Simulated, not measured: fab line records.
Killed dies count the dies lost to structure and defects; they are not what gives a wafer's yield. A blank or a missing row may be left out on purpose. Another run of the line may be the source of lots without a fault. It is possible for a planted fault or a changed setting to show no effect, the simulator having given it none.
2 desks, one fault | flow n5 finfet | each desk holds nothing but its own numbers, with what lay behind them at the end

THE METROLOGY DESK
What the gauges read for every lot (on any tool): the sampled wafers with a number, averaged. Marked OUT: a lot whose mean sits more than 4 standard deviations from the usual mean, which makes it out of limits; the brackets give that distance.
Columns: A = M12_THK at N5_BEOL_M12_THK_MEAS_50, usual 317 nm; B = M12_RS at N5_BEOL_M12_RS_MEAS_54, usual 0.0596 ohm/sq
lot  | first seen here | A   | B
L566 | day 11 09:53    | 309 | 0.0597
L574 | day 12 18:52    | 315 | 0.0601
L576 | day 14 07:13    | 310 | 0.0615
L582 | day 15 16:50    | 314 | 0.0602
L586 | day 16 06:12    | 315 | 0.0599
L587 | day 16 12:37    | 313 | 0.0602
This desk found nothing out of limits on any of the 6 lots.

AT THE TOOL OWNER'S DESK: pecvd-01
The tool's own readings at N5_BEOL_M12_DEP_53 (deposits SiCN from 3MS/NH3, target thk 30 nm, time 10.5 s): means of the sampled wafers that have a number, for each lot that ran on this tool. Marked OUT: a lot whose mean sits more than 4 standard deviations from the usual mean, which makes it out of limits; the brackets give that distance.
Columns: A = chamber pressure Torr at N5_BEOL_M12_DEP_53, usual 3.001 Torr; B = showerhead plenum p Torr at N5_BEOL_M12_DEP_53, usual 4.161 Torr; C = throttle valve pct at N5_BEOL_M12_DEP_53, usual 18.4 %
lot  | first seen here | A     | B     | C
L574 | day 12 18:57    | 2.999 | 4.145 | 18.6
L576 | day 14 07:16    | 2.998 | 4.153 | 18.4
L582 | day 15 16:55    | 3.005 | 4.152 | 17.6
This desk found nothing out of limits on any of the 3 lots.

PUT TOGETHER
From the metrology desk's view, nothing was out of limits.
Nothing out of limits was seen by the tool owner's desk.

WHAT WAS PUT IN BY THE SIMULATOR
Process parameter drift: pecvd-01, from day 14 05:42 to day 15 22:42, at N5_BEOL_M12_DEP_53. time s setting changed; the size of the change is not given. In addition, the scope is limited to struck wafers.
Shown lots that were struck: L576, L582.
